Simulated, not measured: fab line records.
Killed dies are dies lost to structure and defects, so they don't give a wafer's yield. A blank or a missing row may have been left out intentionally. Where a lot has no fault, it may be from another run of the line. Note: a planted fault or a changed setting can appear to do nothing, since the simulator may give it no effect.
The tool behind it: which one? ; flow nandHarc ; 38 wafers from 13 lots sampled at 5 of the route's 1302 steps

## WHAT THE GAUGES SHOWED, per wafer
NHARC_A_CHANNEL_HOLE_D1_INSPECT_40.
lot;measured;on;rawDefectCount
L259;day 9 00:10;defectInspect-02;79 74 92
L260;day 9 00:55;defectInspect-02;33 43 38
L261;day 9 08:56;defectInspect-02;45 49 73
L262;day 10 04:23;defectInspect-02;88 93 88
L264;day 10 21:20;defectInspect-02;40 27 39
L266;day 11 13:25;defectInspect-02;93 98 87
L265;day 11 15:55;defectInspect-02;47 49 41
L267;day 12 08:52;defectInspect-02;74 77 94
L270;day 13 20:37;defectInspect-01;52 47 54
L271;day 13 20:51;defectInspect-01;87 102 92
L274;day 15 13:46;defectInspect-01;99 110 108
L275;day 15 13:26;defectInspect-02;59 49
L278;day 17 00:46;defectInspect-02;88 53 69

NHARC_END_SORT_01.
lot;measured;on;killedAtArray;killedAtOther;killedAtPeriphery;killedDies;killedOpen;killedShort
L259;day 25 09:36;prober-02;60 66 64;2 1 3;5 1 4;67 68 71;3 2 2;7 0 3
L260;day 24 20:31;prober-01;28 46 35;2 2 0;0 3 2;30 51 37;3 4 1;1 3 2
L261;day 25 01:47;prober-02;50 49 43;0 0 0;1 3 2;51 52 45;4 4 2;2 2 2
L262;day 25 18:27;prober-01;62 79 71;2 5 4;4 5 6;68 89 81;2 5 3;2 1 2
L264;day 26 18:23;prober-01;41 50 30;0 0 2;2 2 2;43 52 34;3 1 1;2 4 1
L266;day 27 08:07;prober-01;59 63 60;0 0 0;3 3 4;62 66 64;4 5 6;2 2 4
L265;day 27 08:07;prober-02;51 46 51;0 1 0;13 6 7;64 53 58;3 2 2;4 0 2
L267;day 27 21:49;prober-02;65 76 74;0 0 0;4 3 7;69 79 81;7 2 2;2 3 3
L270;day 29 09:58;prober-01;48 61 43;0 1 0;2 7 9;50 69 52;3 4 3;6 3 0
L271;day 29 14:43;prober-02;48 59 60;0 0 1;2 6 7;50 65 68;0 3 7;1 1 0
L274;day 31 12:11;prober-01;68 74 69;1 3 3;4 3 7;73 80 79;3 2 5;4 3 3
L275;day 30 17:47;prober-01;29 40;0 0;4 6;33 46;3 4;3 3
L278;day 32 08:11;prober-01;64 52 43;1 0 2;1 1 4;66 53 49;2 5 5;2 1 4

## TOOL THAT RAN EACH LOT (tool first, then ch and the chambers of the sampled wafers, then the start)
lot;NHARC_A_CHANNEL_HOLE_D1_ETCH_23;NHARC_A_CHANNEL_FILL_D1_ALD_02;NHARC_A_CHANNEL_FILL_D1_ALD_14
L259;harEtch-02 ch 0,1, day 8 19:54;aldHk-04 ch 0,1,3, day 9 00:22;aldHk-04 ch 0,2,3, day 9 07:26
L260;harEtch-01 ch 0,1, day 8 20:38;aldHk-04 ch 0,1, day 9 01:07;aldHk-03 ch 0,1,3, day 9 07:26
L261;harEtch-01 ch 1, day 9 04:47;aldHk-04 ch 1,2,3, day 9 09:16;aldHk-03 ch 1,2,3, day 9 16:08
L262;harEtch-02 ch 1, day 10 00:11;aldHk-01 ch 0,2, day 10 04:34;aldHk-01 ch 0,2, day 10 11:36
L264;harEtch-01 ch 0,1, day 10 17:09;aldHk-04 ch 0,1, day 10 21:36;aldHk-03 ch 0,1,2, day 11 04:49
L266;harEtch-02 ch 0,1, day 11 08:59;aldHk-01 ch 1,2, day 11 13:37;aldHk-01 ch 0,2,3, day 11 22:32
L265;harEtch-01 ch 0, day 11 11:39;aldHk-03 ch 0,2,3, day 11 16:06;aldHk-01 ch 0,1,3, day 12 02:11
L267;harEtch-02 ch 0,1, day 12 04:43;aldHk-04 ch 0,3, day 12 09:04;aldHk-01 ch 2,3, day 12 16:05
L270;harEtch-01 ch 0,1, day 13 16:33;aldHk-03 ch 0,1,3, day 13 20:53;aldHk-01 ch 0,1,3, day 14 03:50
L271;harEtch-02 ch 0,1, day 13 16:55;aldHk-04 ch 1,2, day 13 21:03;aldHk-03 ch 2,3, day 14 03:47
L274;harEtch-02 ch 0,1, day 15 09:29;aldHk-01 ch 0,1,3, day 15 14:00;aldHk-03 ch 0,3, day 15 20:41
L275;harEtch-01 ch 0,1, day 15 09:37;aldHk-04 ch 0,3, day 15 13:55;aldHk-04 ch 0,1, day 15 20:50
L278;harEtch-01 ch 0,1, day 16 20:31;aldHk-04 ch 1,2,3, day 17 04:15;aldHk-04 ch 1,2, day 17 11:12
- NHARC_A_CHANNEL_HOLE_D1_ETCH_23: etches the open film in C4F8/O2/Ar, time 819 s, target depth 1600 nm.
- NHARC_A_CHANNEL_FILL_D1_ALD_02: deposits SiO2, target thk 6 nm, pulse time 10 s, ald cycles 60.
- NHARC_A_CHANNEL_FILL_D1_ALD_14: deposits SiO2, target thk 2.5 nm, pulse time 10 s, ald cycles 25.

## AS READ BY THE TOOLS THEMSELVES (means over the sampled wafers that have a number; for cases with no such wafer, the mark the record gives instead)
NHARC_A_CHANNEL_HOLE_D1_ETCH_23.
lot;tool;drypumpMotorCurrentA (A);mfcArSccm (sccm);showerheadPlenumPTorr (Torr);throttleValvePct (%)
L259;harEtch-02;6.08;374.9;3.66;32.143
L260;harEtch-01;5.94;375.3;3.73;32.148
L261;harEtch-01;5.86;375.7;3.73;32.150
L262;harEtch-02;6.05;374.0;3.42;32.159
L264;harEtch-01;5.89;375.3;3.72;32.144
L266;harEtch-02;6.08;374.2;3.52;32.161
L265;harEtch-01;5.97;374.9;3.71;32.165
L267;harEtch-02;6.06;374.8;3.52;32.148
L270;harEtch-01;5.92;375.2;3.70;32.164
L271;harEtch-02;6.08;375.0;3.50;32.157
L274;harEtch-02;6.08;374.7;3.86;32.148
L275;harEtch-01;5.95;373.5;3.69;32.160
L278;harEtch-01;5.88;374.7;3.67;32.150

NHARC_A_CHANNEL_FILL_D1_ALD_02.
lot;tool;heaterPowerW (W);precursorPulseHeightRel
L259;aldHk-04;478;1.004
L260;aldHk-04;491;0.982
L261;aldHk-04;443;0.989
L262;aldHk-01;490;0.992
L264;aldHk-04;485;1.027
L266;aldHk-01;431;1.024
L265;aldHk-03;440;0.991
L267;aldHk-04;487;0.999
L270;aldHk-03;478;1.000
L271;aldHk-04;468;0.999
L274;aldHk-01;453;1.003
L275;aldHk-04;488;0.993
L278;aldHk-04;459;1.003

NHARC_A_CHANNEL_FILL_D1_ALD_14.
lot;tool;heaterPowerW (W);precursorPulseHeightRel
L259;aldHk-04;447;1.001
L260;aldHk-03;481;0.999
L261;aldHk-03;472;1.008
L262;aldHk-01;457;1.007
L264;aldHk-03;471;1.010
L266;aldHk-01;490;1.003
L265;aldHk-01;436;1.009
L267;aldHk-01;511;1.008
L270;aldHk-01;443;1.028
L271;aldHk-03;413;1.032
L274;aldHk-03;461;0.996
L275;aldHk-04;508;1.015
L278;aldHk-04;468;0.998

## THE ANSWER, worked out from the rows above alone
Rule: the lots themselves supply what counts as usual. The widest of any qualifying gaps counts: lots, ordered by their means at a reading, are off when they make up no more than a third of the lots, leave a main group of 4 or more, and stand apart from it by 3 or more times the standard deviation of that group's means. If all means in a main group match to the digits the tables above print for the reading, that group is not used. A lot without any number at a reading at which 4 lots or more have one is off too. All remaining lots with rows at the step are treated as sound. First the gauges in route order, then the tools' own readings, where a lot's mean is used as printed above. At the first step where some lot is off, the reading lying furthest off is the one used; lots without a number count as furthest.
Nothing can be told from this: no lot is off at any reading shown.

## WHAT HAD BEEN PUT IN BY THE SIMULATOR
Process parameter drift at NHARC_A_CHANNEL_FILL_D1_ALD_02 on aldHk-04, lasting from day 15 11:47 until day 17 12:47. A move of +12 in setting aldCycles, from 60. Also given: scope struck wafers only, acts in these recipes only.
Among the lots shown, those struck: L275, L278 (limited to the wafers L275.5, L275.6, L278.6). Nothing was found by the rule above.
